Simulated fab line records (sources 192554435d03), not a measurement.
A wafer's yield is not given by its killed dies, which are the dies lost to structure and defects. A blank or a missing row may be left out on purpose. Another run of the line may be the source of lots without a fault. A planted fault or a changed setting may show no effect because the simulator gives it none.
Struck lot and sound lot, side by side || flow n5_finfet || 39 out of 1938 route steps
Sound: these wafers, L192.1, L192.5, L192.6. The struck wafers were L202.4, L202.5, L202.6. The cause is named last.
At each step with rows: each side's tool, then ch and its chambers, then its first start. Under that, the readings that differ: sound wafers || struck wafers || difference of the means || sigmas: that difference in standard deviations of wafers without a fault.
alike: a reading whose means differ by less than 2 such deviations, as well as words and numbers matching on both sides. not compared: withheld readings; readings where some wafer has no value; bounds like >300 that might hide an equal value; numbers whose values overlap and for which the record gives no deviation.
Wherever a step has rows on one side only, a row that says differs or no value, or a row with sigmas, the two part there. Numbers that don't overlap but have no deviation are shown without sigmas and don't part them. Lack of a reading on every wafer of one side parts them only where that side has two or more wafers.

N5_SD_ACTIVATION_RTA_00: time 0 s.
  sound on rtp_anneal-01 ch 0, day 3 13:36; struck on rtp_anneal-02 ch 0, day 6 04:07
  alike: lamp_power_pct, lamp_zone_3_pct, lamp_zone_6_pct, lamp_zone_7_pct, wafer_temp_C_max
then, 1 step without rows for these wafers: N5_SD_ACTIVATION_LSA_01 (time 0.0008 s).
N5_SD_ACTIVATION_INSPECT_02: inspects for defects (darkfield).
  sound on defect_inspect-01 at day 3 14:19; struck on defect_inspect-01 at day 6 04:45
  alike: raw_defect_count
N5_ILD0_LINER_00: material SiNx, target thk 4 nm, pulse time 1 s, purge time 2 s.
  sound on ald_sin-01 ch 0,1, day 3 14:28; struck on ald_sin-01 ch 0,1, day 6 04:47
  alike: chamber_pressure_Torr, heater_power_w, precursor_pulse_height_rel
then, 3 steps without rows for these wafers: N5_ILD0_FCVD_FILL_01 (material SiO2 flowable, target thk 200 nm, time 328.3 s); N5_ILD0_CURE_02 (time 1800 s); N5_ILD0_CMP_03 (polishes, stops on SiNx, t overpolish 1.9 s, target thk 197.38 nm).
N5_ILD0_THK_MEAS_04:
  sound on film_metro-01 at day 3 17:08; struck on film_metro-02 at day 6 07:26
  alike: thk_nm
then, 1 step without rows for these wafers: N5_ILD0_CMP_07 (polishes SiO2 flowable, stops on poly-Si, t overpolish 1.18 s, target thk 138.88 nm).
N5_ILD0_THK_MEAS_08:
  sound on film_metro-02 at day 3 17:28; struck on film_metro-02 at day 6 07:46
  alike: thk_nm
N5_ILD0_PRECLEAN_10: cleans in NF3:NH3, afs cycles 5, time 20 s, sublimation time 60 s.
  sound on remote_plasma-02 ch 1, day 3 17:30; struck on remote_plasma-02 ch 1, day 6 08:08
  alike: rf_power_w
then, 2 steps without rows for these wafers: N5_ILD0_ALD_15 (deposits SiNx, target thk 24 nm, pulse time 1 s, ald cycles 480); N5_ILD0_CMP_12 (polishes SiNx, stops on poly-Si, t overpolish 6 s, target thk 17.67 nm).
N5_ILD0_THK_MEAS_13:
  sound on film_metro-01 at day 3 21:08; struck on film_metro-01 at day 6 11:01
  alike: thk_nm
then, 9 steps without rows for these wafers: N5_SDB_HM_DEP_00 (deposits SiNx from SiH4/NH3/N2, target thk 40 nm, time 35.3 s); N5_SDB_COAT_03 (time 60 s, resist thk 100 nm); N5_SDB_COAT_04 (time 60 s, resist thk 18 nm); N5_SDB_COAT_05 (resist thk 90 nm); N5_SDB_EBR_07; N5_SDB_SOFTBAKE_06 (time 60 s); N5_SDB_EXPOSE_08 (exposes mask SDB); N5_SDB_PEB_09 (peb time 60 s); N5_SDB_DEVELOP_10 (develop time 30 s).
N5_SDB_CD_MEAS_11 targets a cd of 50 nm.
  sound on cd_sem-03 ch 0, day 3 21:38; struck on cd_sem-01 ch 0, day 6 11:32
  alike: cd_nm
N5_SDB_OVL_MEAS_12:
  sound on overlay-02 ch 0, day 3 21:40; struck on overlay-01 ch 0, day 6 11:34
  alike: SDB_OVL
N5_SDB_DESCUM_16: chemistry O2, time 7.9 s.
  sound on rie_diel-06 ch 0,2,3, day 3 21:44; struck on rie_diel-03 ch 2,3, day 6 11:37
  alike: drypump_motor_current_A, oes_product_au, rf_vpp_V, showerhead_plenum_p_Torr, throttle_valve_pct
  not compared: rf_hours_counter_h
then, 3 steps without rows for these wafers: N5_SDB_ETCH_17 (etches SiARC in CF4, target depth 23.4 nm, time 39 s); N5_SDB_ETCH_18 (etches SOC in N2/H2, target depth 100 nm, overetch 20 nm, time 150 s); N5_SDB_STRIP_19 (strips in N2/H2).
N5_SDB_STRIP_21: strips in CF4.
  sound on rie_diel-06 ch 0,2,3, day 3 21:56; struck on rie_diel-03 ch 2,3, day 6 11:49
  alike: drypump_motor_current_A, oes_product_au, power_w, rf_vpp_V, showerhead_plenum_p_Torr, throttle_valve_pct
  not compared: rf_hours_counter_h
then, 5 steps without rows for these wafers: N5_SDB_HM_OPEN_20 (chemistry CH3F/O2, target SiNx, stops on poly-Si, target depth 24 nm); N5_SDB_STRIP_22 (strips in N2/H2); N5_SDB_PRECLEAN_23 (cleans in dHF, time 30 s); N5_SDB_DUMMY_REMOVE_24 (chemistry TMAH, target poly-Si, stops on SiO2, target depth 142 nm, time 57 s, rinse time 30 s); N5_SDB_ETCH_25 (etches SiO2 in C4F6/O2, target depth 10 nm, time 3.3 s).
N5_SDB_CUT_ETCH_26: etches Si in HBr/Cl2/O2, target depth 129.6 nm, bt time 20 s, time 51.8 s.
  sound on rie_si-06 ch 0,1,3, day 3 22:29; struck on rie_si-04 ch 0,1,2, day 6 12:20
  alike: drypump_motor_current_A, oes_product_au, throttle_valve_pct
  not compared: rf_hours_counter_h
then, 2 steps without rows for these wafers: N5_SDB_PRECLEAN_38 (cleans in dHF, time 10 s); N5_SDB_PRECLEAN_39 (cleans in O3/DIW, time 45 s).
-- the record jumps here: 9 days lie between the struck wafers' starts before and after (it left off in module SDB and takes up again in module PASSIVATION, whose first step shown is number 1936 of the route) --
N5_PASSIVATION_PROBE_49:
  sound on prober-02 at day 12 19:47; struck on prober-02 at day 15 20:46
{"reading": "killed_at_front_end", "sound": "48 56 47", "struck": "167 154 155", "difference": "+108", "sigmas": "+9"}
{"reading": "killed_dies", "sound": "93 95 82", "struck": "225 200 214", "difference": "+123", "sigmas": "+7"}
  alike: killed_at_M0_to_M3, killed_at_M4_up, killed_at_contacts, killed_at_other, killed_open, killed_short

## WHERE THEY PART
Only at N5_PASSIVATION_PROBE_49, as far as this record shows.

WHY: what had been put in by the simulator
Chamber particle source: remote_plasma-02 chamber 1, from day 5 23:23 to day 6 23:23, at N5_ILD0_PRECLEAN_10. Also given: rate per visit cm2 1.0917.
